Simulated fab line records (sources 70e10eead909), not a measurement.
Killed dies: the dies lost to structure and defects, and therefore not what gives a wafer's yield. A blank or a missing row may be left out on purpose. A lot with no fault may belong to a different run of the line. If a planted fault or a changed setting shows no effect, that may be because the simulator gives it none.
fab line records ; flow nand-harc
record lots=7; wafers=21; last-day=24
route steps=1159 shown P_STI@77 END@1159
lots that met no fault: taken from a fault-free run of the same line
start-h: hours from the record's first day to the start of the lot's first wafer shown ; wait-h: hours elapsed since this lot's preceding step ; " unchanged from the row above ; L1.1+2: one row covering several wafers at once ; - no value, or no start was given ; * or withheld: withheld ; < > ~ a bound
route shown NAME@n: names a module that has steps shown in the file, with the first one's number in the route ; usual: mean/standard deviation of fault-free wafers ; same: alike in all rows ; chamber/n: place in a boat ; sites: the reading at each site ; _std_site: how widely they spread, as a standard deviation ; _edge_site: mean of outer sites minus mean of inner sites ; radius-mm: how far each site lies from the wafer's centre ; mask NAME#n: copy n ; behind: tool/chamber where the wafer was last shaped ; hold: cause of the lot's hold/its duration in hours/its outcome ; device: names the non-switching transistor (n, p or np) ; end of line: the same wafers' tests at the end of the route ; a step given without rows: its recipe and nothing more ; killed: not the wafer's yield, but the dies lost to structure and defects at the first sort ; map: shows each die of a wafer: x if killed, . if not, _ if none is there
set.NAME: the setting as run; set.NAME@STEP: as run at that earlier step ; model.NAME: the simulator's own value behind a step, which no gauge read
lots at some steps of the route; a table a step, a row a wafer
services: from which hour (start-h, from the record's first day; less than 0 if before it) a tool's chamber was out of use, for how many hours, and why
## steps
# step NHARC_P_STI_COAT_03
# recipe spin-rpm=2000; resist-thk-nm=600
# step NHARC_P_STI_SOFTBAKE_04
# recipe temp-c=125; time-s=70
# step NHARC_P_STI_EBR_05
# step NHARC_P_STI_EXPOSE_06
# recipe na=0.55; target-cd-nm=200; dose-mj=37.69; mask-id=P_STI
# step NHARC_P_STI_PEB_07
# recipe peb-temp-c=128; peb-time-s=80
# step NHARC_P_STI_DEVELOP_08
# recipe time-s=50; dev-temp-c=22
# step NHARC_P_STI_CD_MEAS_09
# recipe target-cd-nm=200; landing-energy-ev=500
# usual cd-nm=198.4/2.4
lot.wafer;tool;chamber;start-h;wait-h;cd-nm
L735.1;cd-sem-02;0;37.81;-;199.9
L735.5;cd-sem-02;0;37.81;-;202.2
L735.6;cd-sem-02;0;37.81;-;201.8
L737.2;cd-sem-03;0;47.00;-;197.4
L737.3;cd-sem-03;0;47.00;-;196.6
L737.4;cd-sem-03;0;47.00;-;198.2
L745.3;cd-sem-02;0;96.55;-;195.7
L745.4;cd-sem-02;0;96.55;-;195.2
L745.6;cd-sem-02;0;96.55;-;196.8
L746.2;cd-sem-02;0;100.81;-;192.9
L746.3;cd-sem-02;0;100.81;-;195.7
L746.5;cd-sem-02;0;100.81;-;193.7
L747.2;cd-sem-03;0;108.91;-;199.3
L747.3;cd-sem-03;0;108.91;-;199.6
L747.4;cd-sem-03;0;108.91;-;196.6
L755.1;cd-sem-03;0;156.00;-;197.1
L755.2;cd-sem-03;0;156.00;-;196.8
L755.3;cd-sem-03;0;156.00;-;199.7
L757.1;cd-sem-01;0;166.08;-;198.6
L757.2;cd-sem-01;0;166.08;-;196.4
L757.5;cd-sem-01;0;166.08;-;198.1
# step NHARC_P_STI_OVL_MEAS_10
# usual overlay-x-nm=1/6.2; overlay-y-nm=2/5.5
lot.wafer;tool;chamber;start-h;wait-h;overlay-x-nm;overlay-y-nm
L735.1;overlay-02;-;37.90;-;1;2
L735.5;overlay-02;-;37.90;-;1;3
L735.6;overlay-02;-;37.90;-;1;3
L737.2;overlay-02;-;47.09;-;10;1
L737.3;overlay-02;-;47.09;-;10;1
L737.4;overlay-02;-;47.09;-;9;0
L745.3;overlay-01;-;96.65;-;-2;5
L745.4;overlay-01;-;96.65;-;-2;5
L745.6;overlay-01;-;96.65;-;-2;5
L746.2;overlay-01;-;100.90;-;-12;0
L746.3;overlay-01;-;100.90;-;-12;0
L746.5;overlay-01;-;100.90;-;-12;-1
L747.2;overlay-01;-;108.99;-;3;3
L747.3;overlay-01;-;108.99;-;3;3
L747.4;overlay-01;-;108.99;-;3;3
L755.1;overlay-01;-;156.08;-;4;3
L755.2;overlay-01;-;156.08;-;5;2
L755.3;overlay-01;-;156.08;-;5;3
L757.1;overlay-01;-;166.17;-;1;0
L757.2;overlay-01;-;166.17;-;0;0
L757.5;overlay-01;-;166.17;-;0;0
# step NHARC_P_STI_INSPECT_11
# usual raw-defect-count=5.0/2.7
lot.wafer;tool;chamber;start-h;wait-h;raw-defect-count
L735.1;defect-inspect-01;-;37.94;0.0;0
L735.5;defect-inspect-01;-;37.94;0.0;6
L735.6;defect-inspect-01;-;37.94;0.0;5
L737.2;defect-inspect-02;-;47.13;0.0;7
L737.3;defect-inspect-02;-;47.13;0.0;11
L737.4;defect-inspect-02;-;47.13;0.0;6
L745.3;defect-inspect-02;-;96.68;0.0;8
L745.4;defect-inspect-02;-;96.68;0.0;11
L745.6;defect-inspect-02;-;96.68;0.0;5
L746.2;defect-inspect-01;-;100.93;0.0;4
L746.3;defect-inspect-01;-;100.93;0.0;4
L746.5;defect-inspect-01;-;100.93;0.0;5
L747.2;defect-inspect-01;-;109.03;0.0;3
L747.3;defect-inspect-01;-;109.03;0.0;8
L747.4;defect-inspect-01;-;109.03;0.0;4
L755.1;defect-inspect-01;-;156.12;0.0;2
L755.2;defect-inspect-01;-;156.12;0.0;6
L755.3;defect-inspect-01;-;156.12;0.0;2
L757.1;defect-inspect-01;-;166.20;0.0;5
L757.2;defect-inspect-01;-;166.20;0.0;12
L757.5;defect-inspect-01;-;166.20;0.0;8
# step NHARC_P_STI_HARDBAKE_13
# recipe temp-c=118; time-s=65
# step NHARC_P_STI_DESCUM_14
# recipe time-s=3; o2-flow-sccm=200; ar-flow-sccm=0; bias-power-w=0; chemistry=O2
# usual drypump-motor-current-A=5.6/0.41; mfc-ar-sccm=0.008/0.01; oes-product-au=0.998/0.013; rf-vpp-V=57.9/0.95; showerhead-plenum-p-Torr=1.92/0.098; throttle-valve-pct=11.311/0.0087
# same bias-power-w=0
lot.wafer;tool;chamber;start-h;wait-h;drypump-motor-current-A;mfc-ar-sccm;oes-product-au;rf-hours-counter-h;rf-vpp-V;showerhead-plenum-p-Torr;throttle-valve-pct
L735.1;rie-diel-04;1;38.09;-;6.0;0;1.002;6.1;58.4;1.85;11.312
L735.5;rie-diel-04;3;38.09;-;5.5;0;0.995;-;58.0;1.87;11.313
L735.6;rie-diel-04;0;38.09;-;5.3;0.015;0.990;-;57.2;2.06;11.305
L737.4;rie-diel-10;3;47.27;-;6.4;0;0.982;0.7;59.1;1.93;11.320
L737.2;rie-diel-10;0;47.27;-;4.9;0.012;0.994;0.8;57.6;1.83;11.319
L737.3;rie-diel-10;1;47.27;-;5.0;0;0.985;0.9;58.1;2.05;11.310
L745.3;rie-diel-04;1;96.82;-;6.0;0;1.015;9.1;58.2;1.85;11.298
L745.4;rie-diel-04;2;96.82;-;5.8;0.026;1.004;9.9;57.4;1.85;11.311
L745.6;rie-diel-04;1;96.82;-;6.0;0;1.005;-;56.4;1.85;11.304
L746.2;rie-diel-11;1;101.07;-;5.5;0.013;1.025;2.7;58.4;1.93;11.296
L746.3;rie-diel-11;2;101.07;-;5.6;0;1.030;2.6;55.8;1.81;11.306
L746.5;rie-diel-11;1;101.07;-;5.5;0.013;1.023;-;58.4;1.93;11.310
L747.3;rie-diel-11;3;109.16;-;6.1;0.026;0.994;3.0;58.4;2.05;11.292
L747.4;rie-diel-11;0;109.16;-;5.6;0;0.990;2.9;57.8;1.79;11.308
L747.2;rie-diel-11;2;109.16;-;5.6;0;1.018;2.9;57.2;1.81;11.328
L755.1;rie-diel-10;1;156.27;-;5.0;0;0.986;3.1;59.1;2.05;11.318
L755.2;rie-diel-10;2;156.27;-;5.8;0;0.972;2.9;59.0;2.03;11.311
L755.3;rie-diel-10;3;156.27;-;6.4;0;0.988;2.6;57.7;1.93;11.304
L757.2;rie-diel-11;0;166.36;-;5.6;0;1.004;4.7;58.0;1.79;11.307
L757.1;rie-diel-11;2;166.36;-;5.6;0;1.018;4.7;57.1;1.81;11.306
L757.5;rie-diel-11;0;166.36;-;5.6;0;0.989;-;57.2;1.79;11.300
# step NHARC_P_STI_ETCH_42
# recipe target-depth-a=800; overetch-a=240; time-s=61; ion-energy-ev=200; n2-flow-sccm=150; h2-flow-sccm=150; ar-flow-sccm=0; rf-w=400; bias-w=150; chemistry=N2/H2
# usual bias-w=150.0/0.45; chamber-pressure-mTorr=30.002/0.028; drypump-motor-current-A=5.6/0.42; mfc-ar-sccm=0.008/0.01; oes-product-au=0.998/0.012; rf-vpp-V=431/3.1; showerhead-plenum-p-Torr=2.05/0.11; throttle-valve-pct=14.172/0.0093
lot.wafer;tool;chamber;start-h;wait-h;bias-w;chamber-pressure-mTorr;drypump-motor-current-A;mfc-ar-sccm;oes-product-au;rf-hours-counter-h;rf-vpp-V;showerhead-plenum-p-Torr;throttle-valve-pct
L735.1;rie-diel-04;1;38.17;0.1;150.2;30.002;6.0;0;1.012;6.1;427;1.97;14.160
L735.6;rie-diel-04;3;38.17;0.1;150.8;29.984;5.4;0;0.993;-;430;2.00;14.183
L735.5;rie-diel-04;0;38.17;0.1;149.7;29.962;5.3;0.015;0.994;-;434;2.20;14.176
L737.2;rie-diel-10;2;47.35;0.1;150.2;30.010;5.8;0;0.986;0.8;433;2.17;14.172
L737.4;rie-diel-10;3;47.35;0.1;149.8;29.997;6.4;0;0.999;0.7;429;2.06;14.163
L737.3;rie-diel-10;0;47.35;0.1;149.5;30.038;4.9;0.012;0.991;0.8;429;1.94;14.178
L745.3;rie-diel-04;1;96.90;0.1;149.9;29.986;6.0;0;1.012;9.1;429;1.97;14.176
L745.4;rie-diel-04;3;96.90;0.1;150.8;30.012;5.4;0;1.000;10.1;429;1.99;14.164
L745.6;rie-diel-04;1;96.90;0.1;149.9;30.009;6.0;0;1.014;-;430;1.97;14.159
L746.2;rie-diel-11;3;101.16;0.1;150.1;30.033;6.1;0.026;0.993;2.8;436;2.19;14.185
L746.3;rie-diel-11;0;101.16;0.1;149.9;30.054;5.6;0;0.984;2.7;426;1.90;14.155
L746.5;rie-diel-11;3;101.16;0.1;150.5;30.014;6.1;0.026;0.986;-;436;2.19;14.179
L747.3;rie-diel-11;2;109.25;0.1;150.8;30.016;5.6;0;1.019;2.9;428;1.93;14.182
L747.2;rie-diel-11;3;109.25;0.1;149.8;30.007;6.1;0.026;0.989;3.0;434;2.19;14.156
L747.4;rie-diel-11;0;109.25;0.1;151.0;30.023;5.6;0;0.998;2.9;426;1.90;14.175
L755.3;rie-diel-10;0;156.34;0.1;149.7;30.021;4.9;0.012;0.996;3.1;429;1.94;14.172
L755.1;rie-diel-10;1;156.34;0.1;149.3;29.956;5.0;0;0.989;3.1;434;2.19;14.162
L755.2;rie-diel-10;2;156.34;0.1;150.0;29.972;5.8;0;0.972;2.9;434;2.17;14.179
L757.2;rie-diel-11;3;166.43;0.1;150.7;29.984;6.1;0.026;0.992;4.7;435;2.19;14.187
L757.1;rie-diel-11;1;166.43;0.1;150.1;29.975;5.5;0.013;1.022;4.8;431;2.06;14.172
L757.5;rie-diel-11;0;166.43;0.1;150.3;30.002;5.6;0;0.996;-;426;1.90;14.178
# step NHARC_P_STI_ETCH_31
# recipe target-depth-a=1089; time-s=54.5; cf4-flow-sccm=100; chf3-flow-sccm=30; ar-flow-sccm=0; rf-w=500; bias-w=200; chemistry=CF4/CHF3
# usual bias-w=200.0/0.55; cf4-flow-sccm=100.0/0.31; drypump-motor-current-A=5.6/0.41; mfc-ar-sccm=0.008/0.0097; oes-product-au=0.961/0.022; rf-vpp-V=370.8/2.7; showerhead-plenum-p-Torr=1.58/0.077; throttle-valve-pct=16.800/0.0094
lot.wafer;tool;chamber;start-h;wait-h;bias-w;cf4-flow-sccm;drypump-motor-current-A;mfc-ar-sccm;oes-product-au;rf-hours-counter-h;rf-vpp-V;showerhead-plenum-p-Torr;throttle-valve-pct
L735.1;rie-diel-04;2;38.26;-;200.1;99.4;5.8;0.026;0.980;6.4;367.3;1.52;16.820
L735.6;rie-diel-04;3;38.26;-;199.0;100.2;5.5;0;0.948;-;369.7;1.54;16.806
L735.5;rie-diel-04;0;38.26;-;200.2;100.1;5.3;0.015;0.941;-;374.6;1.69;16.795
L737.2;rie-diel-10;3;47.43;-;201.0;99.4;6.4;0;0.963;0.7;370.7;1.59;16.798
L737.3;rie-diel-10;0;47.43;-;199.6;99.6;4.9;0.012;0.984;0.8;367.1;1.51;16.805
L737.4;rie-diel-10;1;47.43;-;200.9;99.9;5.0;0;0.984;0.9;374.9;1.68;16.821
L745.4;rie-diel-04;0;96.99;-;-;-;-;-;-;-;-;-;-
L745.3;rie-diel-04;2;96.99;-;-;-;-;-;-;-;-;-;-
L745.6;rie-diel-04;3;96.99;-;-;-;-;-;-;-;-;-;-
L746.3;rie-diel-11;0;101.24;-;-;-;-;-;-;-;-;-;-
L746.2;rie-diel-11;1;101.24;-;-;-;-;-;-;-;-;-;-
L746.5;rie-diel-11;0;101.24;-;-;-;-;-;-;-;-;-;-
L747.3;rie-diel-11;0;109.33;-;-;-;-;-;-;-;-;-;-
L747.2;rie-diel-11;2;109.33;-;-;-;-;-;-;-;-;-;-
L747.4;rie-diel-11;3;109.33;-;-;-;-;-;-;-;-;-;-
L755.2;rie-diel-10;2;156.43;-;200.1;100.3;5.8;0;0.933;3.0;373.3;1.67;16.789
L755.1;rie-diel-10;3;156.43;-;200.2;99.6;6.4;0;0.956;2.7;371.1;1.59;16.799
L755.3;rie-diel-10;1;156.43;-;201.3;99.9;5.0;0;0.942;3.1;375.5;1.68;16.801
L757.2;rie-diel-11;1;166.52;-;200.1;99.3;5.5;0.013;0.998;4.9;371.6;1.59;16.799
L757.1;rie-diel-11;2;166.52;-;201.0;99.5;5.6;0;0.989;4.7;367.4;1.49;16.802
L757.5;rie-diel-11;1;166.52;-;199.7;99.9;5.5;0.013;0.999;-;372.1;1.59;16.793
# step NHARC_P_STI_ETCH_15
# recipe target-depth-a=3000; taper-deg=4; time-s=100.1; hbr-flow-sccm=150; cl2-flow-sccm=50; rf-w=400; icp-w=400; bias-w=100; chemistry=HBr/Cl2
# usual bias-w=100.0/0.31; chamber-pressure-mTorr=15.001/0.015; drypump-motor-current-A=5.5/0.44; oes-product-au=1.000/0.0097; throttle-valve-pct=26.405/0.0082
lot.wafer;tool;chamber;start-h;wait-h;bias-w;chamber-pressure-mTorr;drypump-motor-current-A;oes-product-au;rf-hours-counter-h;throttle-valve-pct
L735.1;rie-si-05;2;38.40;-;100.0;14.996;5.7;1.008;1.0;26.403
L735.5;rie-si-05;3;38.40;-;99.9;14.975;5.2;1.004;-;26.395
L735.6;rie-si-05;0;38.40;-;99.7;15.017;5.4;0.994;-;26.409
L737.3;rie-si-05;2;47.54;-;99.9;14.992;5.6;1.019;1.0;26.402
L737.4;rie-si-05;3;47.54;-;100.0;15.010;5.3;1.006;1.4;26.415
L737.2;rie-si-05;1;47.54;-;100.2;14.990;5.1;0.986;1.1;26.406
L745.3;rie-si-01;0;97.11;-;100.1;14.996;5.4;0.995;0.8;26.409
L745.4;rie-si-01;2;97.11;-;100.3;14.987;5.5;1.009;0.9;26.406
L745.6;rie-si-01;3;97.11;-;100.1;14.996;4.9;1.018;-;26.403
L746.2;rie-si-02;2;101.34;-;99.9;15.023;5.9;1.004;0.4;26.418
L746.3;rie-si-02;3;101.34;-;100.0;15.000;5.3;1.005;0.4;26.405
L746.5;rie-si-02;0;101.34;-;99.8;14.987;6.5;0.988;-;26.400
L747.3;rie-si-02;1;109.44;-;99.5;14.982;5.6;0.985;0.4;26.411
L747.2;rie-si-02;2;109.44;-;99.8;14.977;5.9;1.012;0.5;26.402
L747.4;rie-si-02;3;109.44;-;100.5;15.011;5.4;1.004;0.6;26.392
L755.2;rie-si-05;1;156.53;-;100.0;15.009;5.1;0.997;0.5;26.420
L755.3;rie-si-05;3;156.53;-;100.1;15.009;5.3;0.996;0.6;26.405
L755.1;rie-si-05;0;156.53;-;100.0;14.983;5.4;0.998;0.6;26.412
L757.2;rie-si-02;2;166.65;-;99.9;15.009;5.9;1.011;0.9;26.412
L757.1;rie-si-02;3;166.65;-;99.9;15.000;5.4;1.005;1.0;26.406
L757.5;rie-si-02;0;166.65;-;99.1;14.971;6.5;0.999;-;26.412
# step NHARC_END_SORT_01
# recipe temp-c=25
# usual killed-at-array=29/10; killed-at-other=0.7/1.1; killed-at-periphery=3.2/2.2; killed-dies=33/11; killed-open=3.5/1.8; killed-short=2.0/1.4
# same gross-dies=677
lot.wafer;tool;chamber;start-h;wait-h;killed-at-array;killed-at-other;killed-at-periphery;killed-dies;killed-open;killed-short
L747.2;prober-02;0;506.87;2.8;40;0;637;677;2;2
L747.3;prober-02;0;507.68;3.1;45;0;632;677;4;0
L747.4;prober-02;0;508.48;3.4;39;0;638;677;3;4
L745.3;prober-01;0;507.52;3.1;28;0;649;677;5;3
L745.4;prober-01;0;508.31;3.4;27;0;650;677;6;3
L745.6;prober-01;0;509.90;4.0;18;3;656;677;2;0
L746.2;prober-02;0;514.73;2.8;41;0;636;677;4;5
L746.3;prober-02;0;515.52;3.1;41;1;635;677;1;1
L746.5;prober-02;0;517.11;3.7;30;1;646;677;7;0
# killed by level:class
L747.2 P_STI:area-etch=635 A_CHANNEL_HOLE_D1:chamber-film-flake=15 A_SLIT:chamber-film-flake=15 A_STAIRCASE:chamber-film-flake=5 P_M0:geometric-particle:short=1 A_ONON_D1:geometric-particle:short=1 A_ONON_D1:geometric-particle:open=1 A_CONTACT:geometric-particle:open=1
L745.3 P_STI:area-etch=647 A_CHANNEL_HOLE_D1:chamber-film-flake=19 A_CONTACT:chamber-film-flake=2 P_CONTACT:geometric-particle:short=1 P_CONTACT:geometric-particle:open=1 A_SOURCE_PLATE:geometric-particle:open=1 A_CHANNEL_FILL_D1:geometric-particle:open=1 A_SGD_CUT:geometric-particle:open=1
L747.3 P_STI:area-etch=630 A_CHANNEL_HOLE_D1:chamber-film-flake=16 A_SLIT:chamber-film-flake=16 A_STAIRCASE:chamber-film-flake=5 A_CONTACT:chamber-film-flake=3 A_M0:geometric-particle:open=2 P_M2:chamber-film-flake=2 A_ONON_D1:geometric-particle:open=1
L745.4 P_STI:area-etch=645 A_CHANNEL_HOLE_D1:chamber-film-flake=14 A_SLIT:chamber-film-flake=3 P_GATE:geometric-particle:open=2 P_ZERO_WELL:chamber-film-flake=2 A_STAIRCASE:chamber-film-flake=2 A_SOURCE_PLATE:geometric-particle:open=1 A_ONON_D1:geometric-particle:short=1
L747.4 P_STI:area-etch=635 A_CHANNEL_HOLE_D1:chamber-film-flake=16 A_SLIT:chamber-film-flake=9 A_STAIRCASE:chamber-film-flake=7 A_ONON_D1:geometric-particle:short=2 A_CHANNEL_FILL_D1:geometric-particle:short=2 P_M0:geometric-particle:open=1 A_M0:geometric-particle:open=1
L745.6 P_STI:area-etch=655 A_CHANNEL_HOLE_D1:chamber-film-flake=11 A_STAIRCASE:chamber-film-flake=3 A_CONTACT:chamber-film-flake=2 THIN_TSV:chamber-film-flake=2 A_CHANNEL_FILL_D1:geometric-particle:open=1 P_GATE:chamber-film-flake=1 STARTING-WAFER:geometric-particle:open=1
L746.2 P_STI:area-etch=627 A_CHANNEL_HOLE_D1:chamber-film-flake=17 A_SLIT:chamber-film-flake=8 A_STAIRCASE:chamber-film-flake=5 A_CONTACT:chamber-film-flake=5 P_M2:chamber-film-flake=4 A_CONTACT:geometric-particle:short=2 P_GATE:chamber-film-flake=2
L746.3 P_STI:area-etch=630 A_CHANNEL_HOLE_D1:chamber-film-flake=18 A_SLIT:chamber-film-flake=14 A_STAIRCASE:chamber-film-flake=6 P_M2:chamber-film-flake=3 P_GATE:chamber-film-flake=2 A_ONON_D1:geometric-particle:short=1 A_SLIT:geometric-particle:open=1
L746.5 P_STI:area-etch=641 A_CHANNEL_HOLE_D1:chamber-film-flake=15 A_STAIRCASE:chamber-film-flake=4 A_ONON_D1:geometric-particle:open=3 P_M2:chamber-film-flake=3 A_CONTACT:geometric-particle:open=2 A_SLIT:chamber-film-flake=2 A_CONTACT:chamber-film-flake=2
# map L745.3 (x killed, . not)
____________x____________
_________xxxxxxx_________
_______xxxxxxxxxxx_______
______xxxxxxxxxxxxx______
_____xxxxxxxxxxxxxxx_____
____xxxxxxxxxxxxxxxxx____
____xxxxxxxxxxxxxxxxx____
___xxxxxxxxxxxxxxxxxxx___
___xxxxxxxxxxxxxxxxxxx___
__xxxxxxxxxxxxxxxxxxxxx__
__xxxxxxxxxxxxxxxxxxxxx__
_xxxxxxxxxxxxxxxxxxxxxxx_
_xxxxxxxxxxxxxxxxxxxxxxx_
_xxxxxxxxxxxxxxxxxxxxxxx_
_xxxxxxxxxxxxxxxxxxxxxxx_
_xxxxxxxxxxxxxxxxxxxxxxx_
xxxxxxxxxxxxxxxxxxxxxxxxx
xxxxxxxxxxxxxxxxxxxxxxxxx
xxxxxxxxxxxxxxxxxxxxxxxxx
xxxxxxxxxxxxxxxxxxxxxxxxx
xxxxxxxxxxxxxxxxxxxxxxxxx
_xxxxxxxxxxxxxxxxxxxxxxx_
_xxxxxxxxxxxxxxxxxxxxxxx_
_xxxxxxxxxxxxxxxxxxxxxxx_
_xxxxxxxxxxxxxxxxxxxxxxx_
_xxxxxxxxxxxxxxxxxxxxxxx_
__xxxxxxxxxxxxxxxxxxxxx__
__xxxxxxxxxxxxxxxxxxxxx__
___xxxxxxxxxxxxxxxxxxx___
___xxxxxxxxxxxxxxxxxxx___
____xxxxxxxxxxxxxxxxx____
____xxxxxxxxxxxxxxxxx____
_____xxxxxxxxxxxxxxx_____
______xxxxxxxxxxxxx______
_______xxxxxxxxxxx_______
_________xxxxxxx_________
____________x____________
# map L746.2 (x killed, . not)
____________x____________
_________xxxxxxx_________
_______xxxxxxxxxxx_______
______xxxxxxxxxxxxx______
_____xxxxxxxxxxxxxxx_____
____xxxxxxxxxxxxxxxxx____
____xxxxxxxxxxxxxxxxx____
___xxxxxxxxxxxxxxxxxxx___
___xxxxxxxxxxxxxxxxxxx___
__xxxxxxxxxxxxxxxxxxxxx__
__xxxxxxxxxxxxxxxxxxxxx__
_xxxxxxxxxxxxxxxxxxxxxxx_
_xxxxxxxxxxxxxxxxxxxxxxx_
_xxxxxxxxxxxxxxxxxxxxxxx_
_xxxxxxxxxxxxxxxxxxxxxxx_
_xxxxxxxxxxxxxxxxxxxxxxx_
xxxxxxxxxxxxxxxxxxxxxxxxx
xxxxxxxxxxxxxxxxxxxxxxxxx
xxxxxxxxxxxxxxxxxxxxxxxxx
xxxxxxxxxxxxxxxxxxxxxxxxx
xxxxxxxxxxxxxxxxxxxxxxxxx
_xxxxxxxxxxxxxxxxxxxxxxx_
_xxxxxxxxxxxxxxxxxxxxxxx_
_xxxxxxxxxxxxxxxxxxxxxxx_
_xxxxxxxxxxxxxxxxxxxxxxx_
_xxxxxxxxxxxxxxxxxxxxxxx_
__xxxxxxxxxxxxxxxxxxxxx__
__xxxxxxxxxxxxxxxxxxxxx__
___xxxxxxxxxxxxxxxxxxx___
___xxxxxxxxxxxxxxxxxxx___
____xxxxxxxxxxxxxxxxx____
____xxxxxxxxxxxxxxxxx____
_____xxxxxxxxxxxxxxx_____
______xxxxxxxxxxxxx______
_______xxxxxxxxxxx_______
_________xxxxxxx_________
____________x____________
## services
tool;chamber;start-h;hours;kind
rie-diel-11;0;19.40;10.4;repair
rie-diel-11;1;21.50;-;clean
rie-diel-11;2;21.50;-;clean
rie-diel-11;3;21.50;-;clean
rie-si-02;-;34.00;9.0;pm
rie-diel-11;0;36.48;1.2;repair
rie-diel-11;0;46.00;-;clean
rie-diel-11;1;46.00;-;clean
rie-diel-11;2;46.00;-;clean
rie-diel-11;3;46.00;-;clean
rie-diel-11;0;48.93;3.5;repair
rie-si-05;0;58.45;1.6;repair
rie-si-05;-;62.00;9.0;pm
rie-diel-11;0;70.50;-;clean
rie-si-02;2;71.08;3.7;repair
rie-si-05;3;71.56;1.1;repair
rie-si-02;1;97.54;5.3;repair
rie-diel-04;-;111.90;9.0;pm
rie-si-05;0;121.34;3.5;repair
rie-diel-11;1;122.80;3.4;repair
rie-si-01;-;127.00;9.0;pm
rie-diel-11;0;128.19;1.5;repair
rie-si-05;3;160.62;10.7;repair
rie-si-02;-;163.11;1.7;repair
## key
first-sign step=NHARC_P_STI_ETCH_31; reading=tool-record; direction=missing
effect step=NHARC_END_SORT_01; reading=killed-at-periphery; direction=up; sigmas=99+; usual=3.2; struck=642.1
more-kills-born-at NHARC_P_STI_ETCH_31@rie-diel-11=3798; NHARC_P_STI_ETCH_31@rie-diel-04=1947
met-at NHARC_P_STI_ETCH_31
struck-wafers L745.3,L745.4,L745.6,L746.2,L746.3,L746.5,L747.2,L747.3,L747.4
later-rows-left-out L745.3,L745.4,L745.6,L746.2,L746.3,L746.5,L747.2,L747.3,L747.4
tester-left-out L745,L746,L747
onset-between 38.26 96.99
fault kind=skipped-step-whole; tool=rie-diel-04,rie-diel-11; chamber=-; onset-h=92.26; steps=NHARC_P_STI_ETCH_31; scope=struck-lots-only
# tester-left-out: of these lots the tester's yield and bins aren't shown, on N5 and GAA mostly nor the transistor test; their killed dies are dies lost to structure and defects alone, not to doping, threshold or leakage, so they don't give the yield
# later-rows-left-out: the simulator's readings of these wafers behind a module that went badly wrong aren't trusted and aren't shown, but for the sort
